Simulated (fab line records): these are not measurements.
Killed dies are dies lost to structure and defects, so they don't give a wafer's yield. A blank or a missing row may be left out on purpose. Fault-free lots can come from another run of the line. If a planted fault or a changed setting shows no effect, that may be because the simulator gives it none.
Lot-split experiment || flow n5Finfet || on a route of 1938 steps: 7 lots, 39 wafers read

== THE SPLIT ITSELF ==
At N5_FIN_CUT_CUT_ETCH_26 (etches SiNx in CH3F/O2, target depth 39 nm, time 55.7 s), the setting targetDepthA was moved away from the recipe's 390 angstrom on 12 of the 39 wafers read, by -55.4% to +48.8%. All remaining wafers had this setting at the recipe value.

== FROM THE SPLIT TO THE READING: what the file shows between them, 3 steps ==
- N5_FIN_CUT_CUT_ETCH_27: etches SiO2 in CHF3/O2, target depth 4 nm, overetch 2 nm, time 4.9 s
- N5_FIN_CUT_PRECLEAN_35: cleans in vHF, time 13.3 s
- N5_FIN_CUT_CUT_ETCH_15: etches Si in HBr/Cl2/O2, target depth 100 nm, bt time 10 s, time 42.4 s

== THE READING ==
SOC_of_FIN_CUT_COAT_18.thkNm (the simulator's own value, which no gauge read), in nm, at N5_FIN_CUT_CUT_ETCH_28 (etches Si in HBr/Cl2/O2, target depth 6 nm, time 2.4 s). The file does not state a usual value for it. The 27 wafers here that ran the recipe average 167.8 nm, standard deviation 1.1 nm.

{"wafer": "L078.2", "tool, chamber at the split": "rieDiel-04, 1", "targetDepthA as run, angstrom": 390, "against the recipe": "recipe", "SOC_of_FIN_CUT_COAT_18.thkNm, nm": 167.6, "against lot-mates on the recipe": "-"}
{"wafer": "L078.3", "tool, chamber at the split": "rieDiel-04, 3", "targetDepthA as run, angstrom": 390, "against the recipe": "recipe", "SOC_of_FIN_CUT_COAT_18.thkNm, nm": 166.8, "against lot-mates on the recipe": "-"}
{"wafer": "L078.4", "tool, chamber at the split": "rieDiel-04, 2", "targetDepthA as run, angstrom": 390, "against the recipe": "recipe", "SOC_of_FIN_CUT_COAT_18.thkNm, nm": 168.8, "against lot-mates on the recipe": "-"}
{"wafer": "L079.1", "tool, chamber at the split": "rieDiel-04, 2", "targetDepthA as run, angstrom": 390, "against the recipe": "recipe", "SOC_of_FIN_CUT_COAT_18.thkNm, nm": 170.2, "against lot-mates on the recipe": "-"}
{"wafer": "L079.2", "tool, chamber at the split": "rieDiel-04, 0", "targetDepthA as run, angstrom": 248.2, "against the recipe": "-36.4%", "SOC_of_FIN_CUT_COAT_18.thkNm, nm": 175, "against lot-mates on the recipe": "+5.6"}
{"wafer": "L079.3", "tool, chamber at the split": "rieDiel-04, 1", "targetDepthA as run, angstrom": 248.2, "against the recipe": "-36.4%", "SOC_of_FIN_CUT_COAT_18.thkNm, nm": 174.2, "against lot-mates on the recipe": "+4.8"}
{"wafer": "L079.4", "tool, chamber at the split": "rieDiel-04, 1", "targetDepthA as run, angstrom": 390, "against the recipe": "recipe", "SOC_of_FIN_CUT_COAT_18.thkNm, nm": 168.6, "against lot-mates on the recipe": "-"}
{"wafer": "L079.5", "tool, chamber at the split": "rieDiel-04, 0", "targetDepthA as run, angstrom": 390, "against the recipe": "recipe", "SOC_of_FIN_CUT_COAT_18.thkNm, nm": 169.4, "against lot-mates on the recipe": "-"}
{"wafer": "L079.6", "tool, chamber at the split": "rieDiel-04, 2", "targetDepthA as run, angstrom": 248.2, "against the recipe": "-36.4%", "SOC_of_FIN_CUT_COAT_18.thkNm, nm": 174.8, "against lot-mates on the recipe": "+5.4"}
{"wafer": "L084.1", "tool, chamber at the split": "rieDiel-06, 1", "targetDepthA as run, angstrom": 390, "against the recipe": "recipe", "SOC_of_FIN_CUT_COAT_18.thkNm, nm": 168.4, "against lot-mates on the recipe": "-"}
{"wafer": "L084.5", "tool, chamber at the split": "rieDiel-06, 2", "targetDepthA as run, angstrom": 390, "against the recipe": "recipe", "SOC_of_FIN_CUT_COAT_18.thkNm, nm": 168.4, "against lot-mates on the recipe": "-"}
{"wafer": "L084.2", "tool, chamber at the split": "rieDiel-06, 3", "targetDepthA as run, angstrom": 390, "against the recipe": "recipe", "SOC_of_FIN_CUT_COAT_18.thkNm, nm": 168.8, "against lot-mates on the recipe": "-"}
{"wafer": "L084.3", "tool, chamber at the split": "rieDiel-06, 0", "targetDepthA as run, angstrom": 499.9, "against the recipe": "+28.2%", "SOC_of_FIN_CUT_COAT_18.thkNm, nm": 163.6, "against lot-mates on the recipe": -4.9}
{"wafer": "L084.4", "tool, chamber at the split": "rieDiel-06, 2", "targetDepthA as run, angstrom": 499.9, "against the recipe": "+28.2%", "SOC_of_FIN_CUT_COAT_18.thkNm, nm": 163.6, "against lot-mates on the recipe": -4.9}
{"wafer": "L084.6", "tool, chamber at the split": "rieDiel-06, 1", "targetDepthA as run, angstrom": 499.9, "against the recipe": "+28.2%", "SOC_of_FIN_CUT_COAT_18.thkNm, nm": 162.4, "against lot-mates on the recipe": -6.1}
{"wafer": "L092.1", "tool, chamber at the split": "rieDiel-04, 1", "targetDepthA as run, angstrom": 390, "against the recipe": "recipe", "SOC_of_FIN_CUT_COAT_18.thkNm, nm": 165.8, "against lot-mates on the recipe": "-"}
{"wafer": "L092.2", "tool, chamber at the split": "rieDiel-04, 0", "targetDepthA as run, angstrom": 390, "against the recipe": "recipe", "SOC_of_FIN_CUT_COAT_18.thkNm, nm": 165.4, "against lot-mates on the recipe": "-"}
{"wafer": "L092.3", "tool, chamber at the split": "rieDiel-04, 2", "targetDepthA as run, angstrom": 390, "against the recipe": "recipe", "SOC_of_FIN_CUT_COAT_18.thkNm, nm": 168.6, "against lot-mates on the recipe": "-"}
{"wafer": "L092.4", "tool, chamber at the split": "rieDiel-04, 1", "targetDepthA as run, angstrom": 390, "against the recipe": "recipe", "SOC_of_FIN_CUT_COAT_18.thkNm, nm": 166.8, "against lot-mates on the recipe": "-"}
{"wafer": "L092.5", "tool, chamber at the split": "rieDiel-04, 0", "targetDepthA as run, angstrom": 390, "against the recipe": "recipe", "SOC_of_FIN_CUT_COAT_18.thkNm, nm": 169, "against lot-mates on the recipe": "-"}
{"wafer": "L092.6", "tool, chamber at the split": "rieDiel-04, 2", "targetDepthA as run, angstrom": 390, "against the recipe": "recipe", "SOC_of_FIN_CUT_COAT_18.thkNm, nm": 166.2, "against lot-mates on the recipe": "-"}
{"wafer": "L093.1", "tool, chamber at the split": "rieDiel-03, 2", "targetDepthA as run, angstrom": 390, "against the recipe": "recipe", "SOC_of_FIN_CUT_COAT_18.thkNm, nm": 167.8, "against lot-mates on the recipe": "-"}
{"wafer": "L093.2", "tool, chamber at the split": "rieDiel-03, 0", "targetDepthA as run, angstrom": 390, "against the recipe": "recipe", "SOC_of_FIN_CUT_COAT_18.thkNm, nm": 167.8, "against lot-mates on the recipe": "-"}
{"wafer": "L093.3", "tool, chamber at the split": "rieDiel-03, 1", "targetDepthA as run, angstrom": 390, "against the recipe": "recipe", "SOC_of_FIN_CUT_COAT_18.thkNm, nm": 167.8, "against lot-mates on the recipe": "-"}
{"wafer": "L093.4", "tool, chamber at the split": "rieDiel-03, 3", "targetDepthA as run, angstrom": 390, "against the recipe": "recipe", "SOC_of_FIN_CUT_COAT_18.thkNm, nm": 168.2, "against lot-mates on the recipe": "-"}
{"wafer": "L093.5", "tool, chamber at the split": "rieDiel-03, 3", "targetDepthA as run, angstrom": 390, "against the recipe": "recipe", "SOC_of_FIN_CUT_COAT_18.thkNm, nm": 168.2, "against lot-mates on the recipe": "-"}
{"wafer": "L093.6", "tool, chamber at the split": "rieDiel-03, 2", "targetDepthA as run, angstrom": 390, "against the recipe": "recipe", "SOC_of_FIN_CUT_COAT_18.thkNm, nm": 167.2, "against lot-mates on the recipe": "-"}
{"wafer": "L094.1", "tool, chamber at the split": "rieDiel-03, 1", "targetDepthA as run, angstrom": 390, "against the recipe": "recipe", "SOC_of_FIN_CUT_COAT_18.thkNm, nm": 166.4, "against lot-mates on the recipe": "-"}
{"wafer": "L094.2", "tool, chamber at the split": "rieDiel-03, 2", "targetDepthA as run, angstrom": 580.2, "against the recipe": "+48.8%", "SOC_of_FIN_CUT_COAT_18.thkNm, nm": 158, "against lot-mates on the recipe": -9.5}
{"wafer": "L094.3", "tool, chamber at the split": "rieDiel-03, 0", "targetDepthA as run, angstrom": 580.2, "against the recipe": "+48.8%", "SOC_of_FIN_CUT_COAT_18.thkNm, nm": 158, "against lot-mates on the recipe": -9.5}
{"wafer": "L094.4", "tool, chamber at the split": "rieDiel-03, 3", "targetDepthA as run, angstrom": 390, "against the recipe": "recipe", "SOC_of_FIN_CUT_COAT_18.thkNm, nm": 169.4, "against lot-mates on the recipe": "-"}
{"wafer": "L094.5", "tool, chamber at the split": "rieDiel-03, 2", "targetDepthA as run, angstrom": 580.2, "against the recipe": "+48.8%", "SOC_of_FIN_CUT_COAT_18.thkNm, nm": 158.2, "against lot-mates on the recipe": -9.3}
{"wafer": "L094.6", "tool, chamber at the split": "rieDiel-03, 1", "targetDepthA as run, angstrom": 390, "against the recipe": "recipe", "SOC_of_FIN_CUT_COAT_18.thkNm, nm": 166.8, "against lot-mates on the recipe": "-"}
{"wafer": "L095.1", "tool, chamber at the split": "rieDiel-06, 1", "targetDepthA as run, angstrom": 174, "against the recipe": "-55.4%", "SOC_of_FIN_CUT_COAT_18.thkNm, nm": 176.4, "against lot-mates on the recipe": "+9.1"}
{"wafer": "L095.2", "tool, chamber at the split": "rieDiel-06, 0", "targetDepthA as run, angstrom": 390, "against the recipe": "recipe", "SOC_of_FIN_CUT_COAT_18.thkNm, nm": 167.2, "against lot-mates on the recipe": "-"}
{"wafer": "L095.3", "tool, chamber at the split": "rieDiel-06, 2", "targetDepthA as run, angstrom": 390, "against the recipe": "recipe", "SOC_of_FIN_CUT_COAT_18.thkNm, nm": 167.6, "against lot-mates on the recipe": "-"}
{"wafer": "L095.4", "tool, chamber at the split": "rieDiel-06, 3", "targetDepthA as run, angstrom": 174, "against the recipe": "-55.4%", "SOC_of_FIN_CUT_COAT_18.thkNm, nm": 178.6, "against lot-mates on the recipe": "+11.3"}
{"wafer": "L095.5", "tool, chamber at the split": "rieDiel-06, 2", "targetDepthA as run, angstrom": 390, "against the recipe": "recipe", "SOC_of_FIN_CUT_COAT_18.thkNm, nm": 167, "against lot-mates on the recipe": "-"}
{"wafer": "L095.6", "tool, chamber at the split": "rieDiel-06, 1", "targetDepthA as run, angstrom": 174, "against the recipe": "-55.4%", "SOC_of_FIN_CUT_COAT_18.thkNm, nm": 179.4, "against lot-mates on the recipe": "+12.1"}

THE FIT
A straight line over all 39 wafers: SOC_of_FIN_CUT_COAT_18.thkNm changes by -0.189 nm for each +1% of targetDepthA; r = -0.97; the points scatter about the line by 1.1 nm.
The same after taking each lot's own level away (the mean of its wafers on the recipe; 39 wafers): -0.186 nm for each +1%; r = -0.98; scatter 0.97 nm.
According to that fit, moving targetDepthA by its largest amount changes the reading by 10 nm.
Across the lots, their own levels run from 166.97 to 169.40 nm, a range of 2.1 times the standard deviation given above.
The two slopes agree, so the slope changes little with the lot-to-lot level.
Check: with one of the wafers moved furthest among these (-55.4%) left out of the fit, the line predicts +10.4 nm for it against its lot-mates. Against them it came out at +9.13 nm.

== OTHER SPLITS ON THESE WAFERS ==
These wafers also went through other splits before the reading. Each is held against what the fit with the lots' levels taken away leaves over:
{"other split on the same wafers": "N5_ZERO_LAYER_DEVELOP_10 developTimeS", "wafers away from the commonest value": 15, "r with SOC_of_FIN_CUT_COAT_18.thkNm (lot level and that fit taken away)": -0.33}

== THE WHOLE CHAIN: every reading that the file lists as answering this split, in the file's order ==
{"step": "N5_FIN_CUT_CUT_ETCH_26", "what it does": "etches SiNx in CH3F/O2, target depth 39 nm, time 55.7 s", "reading": "etch.depthNm (the simulator's own value, which no gauge read)", "change (the file's fit)": "+0.379 nm for each +1% of the setting", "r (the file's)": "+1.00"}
{"step": "N5_FIN_CUT_CUT_ETCH_26", "what it does": "etches SiNx in CH3F/O2, target depth 39 nm, time 55.7 s", "reading": "SOC_of_FIN_CUT_COAT_18.thkNm (the simulator's own value, which no gauge read)", "change (the file's fit)": "-0.178 nm for each +1% of the setting", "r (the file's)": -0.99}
{"step": "N5_FIN_CUT_CUT_ETCH_28", "what it does": "etches Si in HBr/Cl2/O2, target depth 6 nm, time 2.4 s", "reading": "SOC_of_FIN_CUT_COAT_18.thkNm (the simulator's own value, which no gauge read)", "change (the file's fit)": "-0.186 nm for each +1% of the setting", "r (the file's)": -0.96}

== FILE'S OWN FIT ==
SOC_of_FIN_CUT_COAT_18.thkNm changes by -0.186 nm for each +1% of targetDepthA, r = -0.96.
